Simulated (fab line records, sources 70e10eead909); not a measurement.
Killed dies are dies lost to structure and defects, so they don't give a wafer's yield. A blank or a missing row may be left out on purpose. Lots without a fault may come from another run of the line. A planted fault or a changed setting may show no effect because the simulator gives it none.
fab line records | flow nand_harc
record lots=13 wafers=39 last_day=23
route steps=1159 shown A_CHANNEL_HOLE_D1@475 A_CHANNEL_FILL_D1@500 END@1159
lots that met no fault: from a run of the same line without faults
start_h: hours from the record's first day to the start of the lot's first wafer shown | wait_h: hours since the lot's step before | " the same as in the row above | L1.1+2: a row that stands for several wafers | - no value, or no start given | * or withheld: withheld | < > ~ a bound
route shown NAME@n: a module of which the file shows steps, and the number in the route of the first | usual: mean/standard deviation of fault-free wafers | same: alike in all rows | chamber/n: place in a boat | sites: the reading at each site | _std_site: their standard deviation | _edge_site: outer sites' mean less inner sites' | radius_mm: how far each site lies from the wafer's centre | mask NAME#n: copy n | behind: the tool/chamber that last shaped the wafer | hold: why the lot was held/for how many hours/how that ended | device: the transistor (n, p or np) that didn't switch | end of line: the same wafers' tests at the end of the route | a step without rows: its recipe alone | killed: dies lost to structure and defects at the first sort, not the wafer's yield | map: a wafer's dies, x killed, . not, _ none there
set.NAME: the setting as run; set.NAME@STEP: as run at that earlier step | model.NAME: the simulator's own value behind a step, which no gauge read
steps of the route over a sample of lots; a table a step, a row a wafer
services: from which hour (start_h, from the record's first day; less than 0 if before it) a tool's chamber was out of use, for how many hours, and why
## steps
# step NHARC_A_CHANNEL_HOLE_D1_ETCH_23
# recipe bias_v=5000 source_w=withheld pressure_mtorr=20 time_s=819 ar_flow_sccm=375 c4f8_flow_sccm=89.3 o2_flow_sccm=35.7 temp_c=-20 target_depth_a=16000 chemistry=C4F8/O2/Ar
# usual drypump_motor_current_A=5.9/0.37 showerhead_plenum_p_Torr=3.72/0.083 throttle_valve_pct=32.154/0.009
# columns lot.wafer tool chamber start_h wait_h drypump_motor_current_A rf_hours_counter_h showerhead_plenum_p_Torr throttle_valve_pct
L552.1 har_etch-01 1 186.99 0.5 5.4 189 3.63 32.153
L552.4 " 1 " " 5.4 - 3.63 32.167
L552.6 " 1 " " 5.4 - 3.63 32.157
L553.2 har_etch-02 1 191.75 0.5 6.2 105 3.80 32.152
L553.1 " 0 " " 6.0 105 3.68 32.138
L553.4 " 1 " " 6.3 - 3.80 32.162
L556.2 har_etch-02 0 196.71 0.5 6.0 109 3.67 32.144
L556.4 " 1 " " 6.2 - 3.80 32.151
L556.5 " 0 " " 6.0 - 3.67 32.170
L557.3 har_etch-01 1 196.72 0.5 5.4 - 3.63 32.165
L557.5 " 0 " " 6.2 - 3.82 32.148
L557.6 " 1 " " 5.4 - 3.63 32.151
L555.3 har_etch-01 1 204.19 0.5 5.4 - 3.63 32.168
L555.6 " 0 " " 6.3 - 3.82 32.164
L555.5 " 1 " " 5.4 - 3.63 32.152
L559.2 har_etch-02 0 213.08 0.5 5.9 114 3.67 32.167
L559.3 " 0 " " 6.0 - 3.67 32.154
L559.5 " 1 " " 6.2 - 3.79 32.150
L560.1 har_etch-01 0 226.75 0.5 6.2 211 3.81 32.148
L560.4 " 1 " " 5.4 - 3.62 32.146
L560.5 " 1 " " 5.4 - 3.62 32.145
L561.2 har_etch-01 0 230.91 0.5 6.2 215 3.81 32.150
L561.4 " 1 " " 5.4 - 3.62 32.165
L561.6 " 0 " " 6.3 - 3.81 32.143
L564.2 har_etch-01 1 255.03 0.5 5.4 222 3.61 32.154
L564.4 " 1 " " 5.4 - 3.62 32.157
L564.6 " 0 " " 6.3 - 3.81 32.153
L563.4 har_etch-02 0 255.33 0.5 6.0 - 3.66 32.162
L563.5 " 0 " " 5.9 - 3.66 32.141
L563.6 " 1 " " 6.2 - 3.78 32.142
L567.1 har_etch-01 1 271.46 0.5 5.4 231 3.61 32.162
L567.4 " 1 " " 5.4 - 3.61 32.150
L567.5 " 1 " " 5.4 - 3.61 32.160
L568.3 har_etch-01 0 276.04 0.5 6.2 - 3.80 32.171
L568.4 " 1 " " 5.4 - 3.61 32.145
L568.6 " 1 " " 5.4 - 3.61 32.147
L570.3 har_etch-02 1 286.13 0.5 6.2 - 3.78 32.152
L570.4 " 0 " " 6.0 - 3.65 32.159
L570.5 " 0 " " 6.0 - 3.65 32.159
# step NHARC_A_CHANNEL_HOLE_D1_ETCH_25
# recipe bias_v=5000 source_w=withheld pressure_mtorr=20 time_s=1040.2 ar_flow_sccm=375 c4f8_flow_sccm=93.8 o2_flow_sccm=31.2 temp_c=-20 target_depth_a=15000 chemistry=C4F8/O2/Ar
# usual drypump_motor_current_A=5.9/0.37 showerhead_plenum_p_Torr=3.71/0.083 throttle_valve_pct=32.235/0.0095
# columns lot.wafer tool chamber start_h wait_h drypump_motor_current_A rf_hours_counter_h showerhead_plenum_p_Torr throttle_valve_pct
L552.1 har_etch-01 1 188.49 0.7 5.4 190 3.63 32.231
L552.4 " 1 " " 5.3 - 3.63 32.228
L552.6 " 1 " " 5.4 - 3.63 32.228
L553.2 har_etch-02 1 193.20 0.6 6.2 107 3.79 32.229
L553.1 " 0 " " 6.0 107 3.67 32.241
L553.4 " 1 " " 6.2 - 3.79 32.235
L556.2 har_etch-02 0 198.21 0.7 6.0 111 3.67 32.234
L556.4 " 1 " " 6.2 - 3.79 32.231
L556.5 " 0 " " 6.0 - 3.67 32.248
L557.3 har_etch-01 1 198.29 0.7 5.4 - 3.62 32.226
L557.5 " 0 " " 6.2 - 3.82 32.246
L557.6 " 1 " " 5.4 - 3.62 32.241
L555.3 har_etch-01 1 205.74 0.7 5.4 - 3.62 32.234
L555.6 " 0 " " 6.3 - 3.81 32.240
L555.5 " 1 " " 5.4 - 3.62 32.233
L559.2 har_etch-02 0 214.58 0.7 6.0 116 3.67 32.243
L559.3 " 0 " " 6.0 - 3.67 32.235
L559.5 " 1 " " 6.2 - 3.79 32.232
L560.1 har_etch-01 0 228.24 0.7 6.2 213 3.81 32.250
L560.4 " 1 " " 5.4 - 3.62 32.227
L560.5 " 1 " " 5.4 - 3.62 32.234
L561.2 har_etch-01 0 232.38 0.6 6.3 217 3.81 32.247
L561.4 " 1 " " 5.4 - 3.61 32.228
L561.6 " 0 " " 6.3 - 3.81 32.253
L564.2 har_etch-01 1 256.53 0.7 5.4 224 3.61 32.221
L564.4 " 1 " " 5.4 - 3.61 32.226
L564.6 " 0 " " 6.3 - 3.80 32.249
L563.4 har_etch-02 0 256.86 0.7 6.0 - 3.66 32.216
L563.5 " 0 " " 6.0 - 3.66 32.231
L563.6 " 1 " " 6.2 - 3.78 32.231
L567.1 har_etch-01 1 272.96 0.7 5.4 233 3.61 32.228
L567.4 " 1 " " 5.4 - 3.61 32.220
L567.5 " 1 " " 5.4 - 3.61 32.231
L568.3 har_etch-01 0 277.58 0.7 6.2 - 3.79 32.235
L568.4 " 1 " " 5.4 - 3.60 32.227
L568.6 " 1 " " 5.4 - 3.60 32.227
L570.3 har_etch-02 1 287.63 0.7 6.2 - 3.77 32.227
L570.4 " 0 " " 5.9 - 3.65 32.240
L570.5 " 0 " " 5.9 - 3.65 32.238
# step NHARC_A_CHANNEL_HOLE_D1_CD_MEAS_30
# usual cd_nm=90.3/1.3
# columns lot.wafer tool chamber start_h wait_h cd_nm
L552.1 cd_sem-02 - 190.96 - 90.0
L552.4 " - " " 88.1
L552.6 " - " " 89.4
L553.1 cd_sem-01 - 195.82 - 90.3
L553.2 " - " " 89.7
L553.4 " - " " 92.8
L557.3 cd_sem-02 - 200.48 - 91.2
L557.5 " - " " 90.9
L557.6 " - " " 87.9
L556.2 cd_sem-03 - 200.69 - 90.0
L556.4 " - " " 90.9
L556.5 " - " " 90.8
L555.3 cd_sem-01 - 207.93 - 91.4
L555.5 " - " " 89.2
L555.6 " - " " 90.2
L559.2 cd_sem-01 - 217.06 - 89.6
L559.3 " - " " 90.1
L559.5 " - " " 89.2
L560.1 cd_sem-01 - 230.71 - 89.5
L560.4 " - " " 91.8
L560.5 " - " " 89.2
L561.2 cd_sem-02 - 234.86 - 88.3
L561.4 " - " " 91.6
L561.6 " - " " 90.7
L564.2 cd_sem-01 - 259.00 - 90.4
L564.4 " - " " 87.5
L564.6 " - " " 90.5
L563.4 cd_sem-03 - 259.21 - 92.1
L563.5 " - " " 89.8
L563.6 " - " " 91.0
L567.1 cd_sem-01 - 275.44 - 88.5
L567.4 " - " " 86.9
L567.5 " - " " 89.9
L568.3 cd_sem-01 - 279.91 - 89.4
L568.4 " - " " 91.0
L568.6 " - " " 91.6
L570.3 cd_sem-03 - 290.00 0.1 87.2
L570.4 " - " " 88.1
L570.5 " - " " 88.2
# step NHARC_A_CHANNEL_FILL_D1_ETCHBACK_20
# recipe target_depth_a=270 time_s=13.5 c4f8_flow_sccm=withheld o2_flow_sccm=8 ar_flow_sccm=withheld rf_w=600 bias_w=1500 chemistry=C4F8/O2/Ar
# usual bias_w=1500/5.1 chamber_pressure_mTorr=25.000/0.023 oes_product_au=0.97/0.036 rf_fwd_power_W=586.9/2.7 rf_vpp_V=979/5.6
# columns lot.wafer tool chamber start_h wait_h bias_w chamber_pressure_mTorr oes_product_au rf_fwd_power_W rf_hours_counter_h rf_vpp_V
L553.1 rie_diel-06 0 217.99 - 1498 24.977 0.92 585.4 27 968
L553.2 " 2 " " 1497 24.992 0.92 586.2 28 988
L553.4 " 3 " " 1499 25.036 0.92 591.7 30 977
L552.4 rie_diel-13 1 218.04 - 1506 25.055 0.93 581.9 4 980
L552.1 " 3 " " 1497 24.988 0.93 585.6 4 974
L552.6 " 2 " " 1504 25.029 0.92 592.7 - 989
L556.4 rie_diel-02 2 224.62 - 1491 24.979 1.01 588.2 2 987
L556.2 " 1 " " 1500 24.996 1.01 586.4 2 977
L556.5 " 3 " " 1501 25.034 1.00 586.2 - 979
L557.3 rie_diel-06 0 224.63 - 1496 25.006 0.91 585.6 28 968
L557.5 " 3 " " 1504 25.009 0.92 592.9 - 976
L557.6 " 0 " " 1496 25.051 0.92 583.8 - 968
L555.3 rie_diel-02 3 232.37 - 1499 24.997 0.99 585.4 2 980
L555.6 " 3 " " 1494 24.973 0.99 586.0 - 979
L555.5 " 0 " " 1506 24.968 1.01 588.2 - 975
L559.2 rie_diel-13 2 245.30 - 1496 24.987 0.92 590.2 5 988
L559.3 " 3 " " 1506 25.012 0.93 585.8 6 973
L559.5 " 3 " " 1507 24.989 0.93 586.1 - 976
L561.4 rie_diel-06 2 259.37 - 1504 24.995 1.01 585.7 2 987
L561.2 " 0 " " 1505 25.010 0.99 584.7 2 969
L561.6 " 3 " " 1505 24.999 0.99 587.9 - 979
L560.4 rie_diel-02 0 259.39 - 1504 24.996 0.96 586.0 3 975
L560.1 " 1 " " 1500 24.966 0.97 584.3 3 978
L560.5 " 3 " " 1505 24.990 0.95 585.9 - 979
L564.4 rie_diel-13 3 287.51 - 1498 25.058 0.99 587.7 0 974
L564.2 " 0 " " 1498 24.976 1.00 584.7 0 972
L564.6 " 2 " " 1497 24.988 0.99 590.5 - 988
L563.4 rie_diel-02 0 287.53 - 1489 25.032 0.92 587.0 - 976
L563.6 " 1 " " 1495 24.984 0.94 583.0 - 979
L563.5 " 2 " " 1501 24.966 0.93 587.1 - 986
L567.1 rie_diel-13 3 300.62 - 1498 24.994 1.00 584.8 0 973
L567.4 " 0 " " 1506 24.979 0.99 589.2 0 972
L567.5 " 3 " " 1499 24.989 1.00 586.5 - 973
L568.4 rie_diel-13 1 305.61 - - - - - - -
L568.3 " 0 " " - - - - - -
L568.6 " 2 " " - - - - - -
L570.3 rie_diel-02 0 316.35 - - - - - - -
L570.4 " 2 " " - - - - - -
L570.5 " 3 " " - - - - - -
# step NHARC_END_SORT_01
# recipe temp_c=25
# usual killed_at_array=29/11 killed_at_other=0.7/1.1 killed_at_periphery=2.9/2.2 killed_dies=33/11 killed_open=3.1/1.8 killed_short=1.9/1.4
# same gross_dies=677
# columns lot.wafer tool chamber start_h wait_h killed_at_array killed_at_other killed_at_periphery killed_dies killed_open killed_short
L568.3 prober-01 0 535.74 3.1 674 1 2 677 4 0
L568.4 prober-01 0 536.53 3.4 677 0 0 677 1 1
L568.6 prober-01 0 538.12 4.0 674 0 3 677 4 2
L570.3 prober-01 0 543.48 3.1 671 0 6 677 2 2
L570.4 prober-01 0 544.28 3.4 674 1 2 677 3 2
L570.5 prober-01 0 545.08 3.7 673 1 3 677 3 3
# killed by level:class
L568.3 A_CHANNEL_FILL_D1:area_etchback=631 A_CHANNEL_HOLE_D1:chamber_film_flake=18 A_SLIT:chamber_film_flake=16 A_CONTACT:chamber_film_flake=4 A_STAIRCASE:chamber_film_flake=2 P_M0:geometric_particle:open=1 A_ONON_D1:geometric_particle:open=1 A_WL_FILL:geometric_particle:open=1
L568.4 A_CHANNEL_FILL_D1:area_etchback=631 A_CHANNEL_HOLE_D1:chamber_film_flake=17 A_SLIT:chamber_film_flake=16 A_STAIRCASE:chamber_film_flake=5 A_CONTACT:chamber_film_flake=4 A_ZERO_WELL:chamber_film_flake=2 A_ONON_D1:geometric_particle:short=1 A_CONTACT:geometric_particle:open=1
L568.6 A_CHANNEL_FILL_D1:area_etchback=623 A_SLIT:chamber_film_flake=18 A_CHANNEL_HOLE_D1:chamber_film_flake=18 A_STAIRCASE:chamber_film_flake=5 A_ZERO_WELL:chamber_film_flake=3 A_CONTACT:geometric_particle:open=2 A_CONTACT:chamber_film_flake=2 P_GATE:geometric_particle:open=1
L570.3 A_CHANNEL_FILL_D1:area_etchback=630 A_SLIT:chamber_film_flake=21 A_CONTACT:chamber_film_flake=6 A_CHANNEL_HOLE_D1:chamber_film_flake=5 A_STAIRCASE:chamber_film_flake=3 P_STI:chamber_film_flake=2 P_GATE:chamber_film_flake=2 A_CHANNEL_FILL_D1:chamber_film_flake=2
L570.4 A_CHANNEL_FILL_D1:area_etchback=639 A_SLIT:chamber_film_flake=18 A_CHANNEL_HOLE_D1:chamber_film_flake=5 A_CONTACT:chamber_film_flake=4 A_ZERO_WELL:chamber_film_flake=3 A_CONTACT:geometric_particle:open=2 P_GATE:chamber_film_flake=2 A_WL_FILL:geometric_particle:open=1
L570.5 A_CHANNEL_FILL_D1:area_etchback=641 A_SLIT:chamber_film_flake=13 A_CHANNEL_HOLE_D1:chamber_film_flake=5 A_CONTACT:chamber_film_flake=5 A_STAIRCASE:chamber_film_flake=4 A_M0:geometric_particle:open=2 P_STI:chamber_film_flake=2 A_CHANNEL_FILL_D1:geometric_particle:short=1
## services
# columns tool chamber start_h hours kind
rie_diel-13 0 165.81 11.9 repair
rie_diel-13 0 180.61 1.3 repair
rie_diel-13 1 181.50 - clean
rie_diel-13 2 181.50 - clean
rie_diel-13 3 181.50 - clean
rie_diel-02 0 184.20 - clean
rie_diel-02 1 184.20 - clean
rie_diel-02 2 184.20 - clean
rie_diel-02 3 184.20 - clean
rie_diel-13 0 206.00 - clean
rie_diel-13 1 206.00 - clean
rie_diel-13 2 206.00 - clean
rie_diel-13 3 206.00 - clean
rie_diel-02 2 206.69 10.9 repair
rie_diel-02 0 208.70 - clean
rie_diel-06 - 221.35 1.5 repair
rie_diel-06 - 241.20 9.0 pm
rie_diel-13 - 276.00 9.0 pm
rie_diel-06 3 278.80 6.3 repair
rie_diel-02 3 280.62 8.2 repair
har_etch-01 - 305.00 17.0 pm
har_etch-01 0 305.00 17.0 vent_cycle
har_etch-01 1 305.00 17.0 vent_cycle
rie_diel-06 1 310.48 8.3 repair
## key
first_sign step=NHARC_A_CHANNEL_FILL_D1_ETCHBACK_20 reading=tool_record direction=missing
effect step=NHARC_END_SORT_01 reading=killed_dies direction=up sigmas=58 usual=33 struck=677
more_kills_born_at NHARC_A_CHANNEL_FILL_D1_ETCHBACK_20@rie_diel-02=1910 NHARC_A_CHANNEL_FILL_D1_ETCHBACK_20@rie_diel-13=1885
met_at NHARC_A_CHANNEL_FILL_D1_ETCHBACK_20
struck_lots L568,L570
later_rows_left_out L568.3,L568.4,L568.6,L570.3,L570.4,L570.5
tester_left_out L568,L570
not_acting_at NHARC_A_CHANNEL_HOLE_D1_ETCH_23,NHARC_A_CHANNEL_HOLE_D1_ETCH_25,NHARC_A_CHANNEL_HOLE_D1_CD_MEAS_30
onset_between 300.62 305.61
fault kind=skipped_step_whole tool=rie_diel-02,rie_diel-13 chamber=- onset_h=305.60 steps=NHARC_A_CHANNEL_FILL_D1_ETCHBACK_20 scope=struck_lots_only
# tester_left_out: of these lots the tester's yield and bins aren't shown, on N5 and GAA mostly nor the transistor test; their killed dies are dies lost to structure and defects alone, not to doping, threshold or leakage, so they don't give the yield
# later_rows_left_out: the simulator's readings of these wafers behind a module that went badly wrong aren't trusted and aren't shown, but for the sort
